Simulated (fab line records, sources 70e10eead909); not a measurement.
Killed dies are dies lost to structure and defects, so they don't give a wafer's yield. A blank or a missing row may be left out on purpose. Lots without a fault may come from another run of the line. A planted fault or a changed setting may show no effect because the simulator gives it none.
Chamber matching | flow nand_harc | NHARC_P_M2_CMP_23 on cmp-01: 4 sister chambers
The step polishes, t overpolish 20 s, target thk 144.3 nm. 16 wafers are shown with their chamber, then 8 later ones without.

WAFERS WITH THEIR CHAMBER
wafer  | chamber | motor_current_A (A) | time_to_endpoint_s (s)
L074.1 | 1       | 13.8                | 32.6
L074.3 | 2       | 10.7                | 36.2
L074.5 | 0       | 10.8                | 36.2
L075.1 | 2       | 11.0                | 34.0
L075.3 | 1       | 14.0                | 31.4
L075.4 | 3       | 11.2                | 38.2
L077.3 | 3       | 11.9                | 32.1
L077.5 | 2       | 10.0                | 26.8
L077.6 | 3       | 11.3                | 30.8
L081.3 | 0       | 11.5                | 30.8
L081.4 | 3       | 11.3                | 30.9
L081.5 | 0       | 11.0                | 29.7
L082.3 | 3       | 11.2                | 30.3
L082.5 | 0       | 11.5                | 27.9
L082.6 | 3       | 11.5                | 30.2
L089.3 | 1       | 15.0                | 28.9

SIGNATURES (means of the wafers above)
reading            | chamber 0 | chamber 1 | chamber 2 | chamber 3 | scatter within a chamber
motor_current_A    | 11.200    | 14.267    | 10.567    | 11.400    | 0.418
time_to_endpoint_s | 31.150    | 30.967    | 32.333    | 32.083    | 3.43
Rule: a wafer's distance from a chamber is the root of the sum, over the readings, of the square of ((its reading less the chamber's mean) divided by the reading's scatter). The wafer belongs to the nearest chamber; if the next one is less than 2 further off, it can't be placed. The scatter: the root of (the sum of the squares of (reading less its chamber's mean) over the shown wafers, divided by (wafers less chambers)).

WAFERS WITHOUT THEIR CHAMBER
wafer  | motor_current_A (A) | time_to_endpoint_s (s)
L089.4 | 11.4                | 32.4
L089.5 | 11.5                | 32.2
L096.1 | 14.2                | 26.9
L096.4 | 10.6                | 29.6
L096.5 | 11.7                | 30.6
L097.1 | 10.5                | 32.1
L097.3 | 11.3                | 30.8
L097.5 | 15.3                | 28.0

WHICH CHAMBER EACH WENT THROUGH
wafer  | from the rows above          | in truth
L089.4 | can't be placed: 3 or 0 or 2 | 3
L089.5 | can't be placed: 3 or 0 or 2 | 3
L096.1 | 1                            | 1
L096.4 | can't be placed: 2 or 0 or 3 | 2
L096.5 | can't be placed: 3 or 0 or 2 | 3
L097.1 | can't be placed: 2 or 0 or 3 | 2
L097.3 | can't be placed: 0 or 3 or 2 | 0
L097.5 | 1                            | 1
Placed correctly: 2 of 8. Can't be placed from these rows: 6 (the true chamber is among the candidates in 6). Placed wrongly: 0.
